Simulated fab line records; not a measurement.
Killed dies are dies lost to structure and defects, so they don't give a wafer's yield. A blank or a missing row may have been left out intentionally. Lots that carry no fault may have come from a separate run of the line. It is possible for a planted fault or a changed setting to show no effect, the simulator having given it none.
Chamber matching | flow n5 finfet | rie diel-06 running N5_BEOL_M8_VIA_ETCH_34: 4 sister chambers
The step etches SiCOH lowk in C4F6/O2, target depth 125.5 nm, time 50.5 s. 16 wafers are shown with their chamber, then 8 later ones without.

## WAFERS PAIRED WITH THEIR CHAMBERS
wafer  | chamber | drypump motor current A (A) | rf vpp V (V) | showerhead plenum p Torr (Torr)
L077.4 | 1       | 6.1                         | 650          | 2.71
L077.5 | 2       | 5.3                         | 677          | 2.97
L077.6 | 0       | 5.3                         | 662          | 2.83
L079.2 | 0       | 5.3                         | 661          | 2.82
L079.3 | 1       | 6.1                         | 651          | 2.70
L079.4 | 3       | 5.1                         | 683          | 2.92
L078.2 | 2       | 5.3                         | 677          | 2.97
L078.3 | 0       | 5.4                         | 661          | 2.82
L078.6 | 0       | 5.3                         | 661          | 2.82
L083.4 | 3       | 5.1                         | 683          | 2.92
L083.5 | 3       | 5.1                         | 682          | 2.92
L083.6 | 2       | 5.3                         | 675          | 2.96
L084.2 | 0       | 5.3                         | 661          | 2.82
L084.4 | 3       | 5.1                         | 682          | 2.91
L084.6 | 2       | 5.3                         | 677          | 2.96
L085.1 | 0       | 5.3                         | 660          | 2.81

SIGNATURES (averages over the wafers above)
reading                  | chamber 0 | chamber 1 | chamber 2 | chamber 3 | scatter within a chamber
drypump motor current A  | 5.317     | 6.100     | 5.300     | 5.100     | 0.0264
rf vpp V                 | 661.00    | 650.50    | 676.50    | 682.50    | 0.736
showerhead plenum p Torr | 2.8200    | 2.7050    | 2.9650    | 2.9175    | 0.00595
Rule: for a wafer and a chamber, the distance is found by dividing, reading by reading, the gap between the wafer's reading and the chamber's mean by the reading's scatter, squaring, summing and taking the root. The wafer belongs to the nearest chamber; if the next one is less than 2 further off, it can't be placed. The scatter: the root of (the sum of the squares of (reading less its chamber's mean) over the shown wafers, divided by (wafers less chambers)).

## WAFERS MISSING THEIR CHAMBER
wafer  | drypump motor current A (A) | rf vpp V (V) | showerhead plenum p Torr (Torr)
L085.4 | 5.2                         | 683          | 2.91
L085.5 | 5.3                         | 660          | 2.81
L094.2 | 5.1                         | 683          | 2.91
L094.3 | 5.3                         | 674          | 2.95
L094.6 | 5.3                         | 661          | 2.81
L095.2 | 5.1                         | 682          | 2.90
L095.4 | 5.3                         | 662          | 2.81
L095.5 | 5.1                         | 682          | 2.90

## WHICH CHAMBER EACH WENT THROUGH
wafer  | from the rows above | in truth
L085.4 | 3                   | 3
L085.5 | 0                   | 0
L094.2 | 3                   | 3
L094.3 | 2                   | 2
L094.6 | 0                   | 0
L095.2 | 3                   | 3
L095.4 | 0                   | 0
L095.5 | 3                   | 3
Placed correctly: 8 of 8. Not placeable from these rows: 0. Placed wrongly: 0.
